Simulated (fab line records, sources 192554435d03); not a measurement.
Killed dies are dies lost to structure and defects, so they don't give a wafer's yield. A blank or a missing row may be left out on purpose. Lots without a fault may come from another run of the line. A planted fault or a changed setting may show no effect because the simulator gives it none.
Split-lot experiment | flow n5_finfet | 7 lots, 30 wafers read, on a route of 1938 steps

THE SPLIT
At N5_BEOL_M6_ETCH_62 (etches SOC in N2/H2, target depth 110 nm, overetch 22 nm, time 165 s), the setting time_s was moved away from the recipe's 165 s on 6 of the 30 wafers read, by +16.0% to +48.5%. The other wafers ran this setting at the recipe's value.

FROM THE SPLIT TO THE READING: what the file shows between them, 4 steps
- N5_BEOL_M6_STRIP_68: strips in N2/H2
- N5_BEOL_M6_STRIP_67: strips in CF4
- N5_BEOL_M6_PRECLEAN_42: cleans in residue remover, time 60 s
- N5_BEOL_M6_SRD_43: time 30 s

THE READING
cd_nm, in nm, at N5_BEOL_M6_CD_MEAS_35 (target cd 40 nm, target cd y 28 nm). Fault-free wafers of this fab line usually give 40.0 nm, standard deviation 0.51 nm.

wafer  | tool, chamber at the split | time_s as run, s | against the recipe | cd_nm, nm | against lot-mates on the recipe
L074.2 | rie_diel-04, 1             | 165              | recipe             | 39.1      | -
L074.3 | rie_diel-04, 0             | 165              | recipe             | 39.4      | -
L074.4 | rie_diel-04, 3             | 165              | recipe             | 39.3      | -
L078.1 | rie_diel-03, 0             | 165              | recipe             | 39.5      | -
L078.2 | rie_diel-03, 3             | 165              | recipe             | 39.2      | -
L078.3 | rie_diel-03, 1             | 165              | recipe             | 39.4      | -
L079.1 | rie_diel-03, 1             | 245              | +48.5%             | 42.1      | +2.4
L079.2 | rie_diel-03, 0             | 165              | recipe             | 39.4      | -
L079.3 | rie_diel-03, 3             | 245              | +48.5%             | 41.2      | +1.5
L079.4 | rie_diel-03, 1             | 165              | recipe             | 39.8      | -
L079.5 | rie_diel-03, 3             | 165              | recipe             | 40.0      | -
L079.6 | rie_diel-03, 0             | 245              | +48.5%             | 41.3      | +1.6
L080.1 | rie_diel-04, 1             | 191.4            | +16.0%             | 41.1      | +0.7
L080.2 | rie_diel-04, 0             | 165              | recipe             | 40.5      | -
L080.3 | rie_diel-04, 2             | 191.4            | +16.0%             | 41.1      | +0.7
L080.4 | rie_diel-04, 3             | 191.4            | +16.0%             | 41.0      | +0.6
L080.5 | rie_diel-04, 2             | 165              | recipe             | 40.3      | -
L080.6 | rie_diel-04, 1             | 165              | recipe             | 40.3      | -
L088.1 | rie_diel-03, 3             | 165              | recipe             | 40.0      | -
L088.2 | rie_diel-03, 2             | 165              | recipe             | 40.1      | -
L088.3 | rie_diel-03, 1             | 165              | recipe             | 40.2      | -
L088.4 | rie_diel-03, 0             | 165              | recipe             | 40.0      | -
L088.5 | rie_diel-03, 2             | 165              | recipe             | 39.8      | -
L088.6 | rie_diel-03, 1             | 165              | recipe             | 40.7      | -
L090.4 | rie_diel-04, 0             | 165              | recipe             | 39.5      | -
L090.5 | rie_diel-04, 3             | 165              | recipe             | 39.4      | -
L090.6 | rie_diel-04, 0             | 165              | recipe             | 39.6      | -
L096.3 | rie_diel-03, 2             | 165              | recipe             | 40.7      | -
L096.5 | rie_diel-03, 2             | 165              | recipe             | 39.4      | -
L096.6 | rie_diel-03, 1             | 165              | recipe             | 40.0      | -

THE FIT
A straight line over all 30 wafers: cd_nm changes by +0.0384 nm for each +1% of time_s; r = +0.77; the points scatter about the line by 0.49 nm.
The same after taking each lot's own level away (the mean of its wafers on the recipe; 30 wafers): +0.0376 nm for each +1%; r = +0.90; scatter 0.28 nm.
On that fit, the largest move of time_s shifts the reading by 1.8 nm.
The lots' own levels span 39.27 to 40.37 nm, that is 2.2 times the standard deviation above.
So the lot-to-lot level blurs the effect unless lot-mates are compared.
Check: with one of the wafers moved furthest among these (+48.5%) left out of the fit, the line predicts +1.6 nm for it against its lot-mates. It came out at +2.37 nm against them.

OTHER SPLITS ON THESE WAFERS
These wafers also went through other splits before the reading. Each is held against what the fit with the lots' levels taken away leaves over:
other split on the same wafers        | wafers away from the commonest value | r with cd_nm (lot level and that fit taken away)
N5_FIN_SAQP_ETCH_65 time_s            | 8                                    | +0.33
N5_SD_EPI_N_DEVELOP_08 develop_time_s | 5                                    | +0.09
N5_MOL_CONTACT_COAG_ALD_27 time_s     | 11                                   | -0.15

THE WHOLE CHAIN: every reading that the file lists as answering this split, in the file's order
step                  | what it does                                                         | reading                                                                          | change (the file's fit)                                                            | r (the file's)
N5_BEOL_M6_ETCH_62    | etches SOC in N2/H2, target depth 110 nm, overetch 22 nm, time 165 s | etch.depth_nm (the simulator's own value, which no gauge read)                   | not straight: 57.02 at the lowest setting, 100 at the recipe, 99.77 at the highest | not given
N5_BEOL_M6_ETCH_62    | etches SOC in N2/H2, target depth 110 nm, overetch 22 nm, time 165 s | SiARC_of_BEOL_M6_COAT_60.thk_nm (the simulator's own value, which no gauge read) | -0.0675 nm for each +1% of the setting                                             | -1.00
N5_BEOL_M6_ETCH_62    | etches SOC in N2/H2, target depth 110 nm, overetch 22 nm, time 165 s | BEOL_M6.cd_offset_nm (the simulator's own value, which no gauge read)            | +0.0295 nm for each +1% of the setting                                             | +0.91
N5_BEOL_M6_CD_MEAS_35 | target cd 40 nm, target cd y 28 nm                                   | cd_nm                                                                            | +0.038 nm for each +1% of the setting                                              | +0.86

THE FILE'S OWN FIT
cd_nm changes by +0.038 nm for each +1% of time_s, r = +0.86.
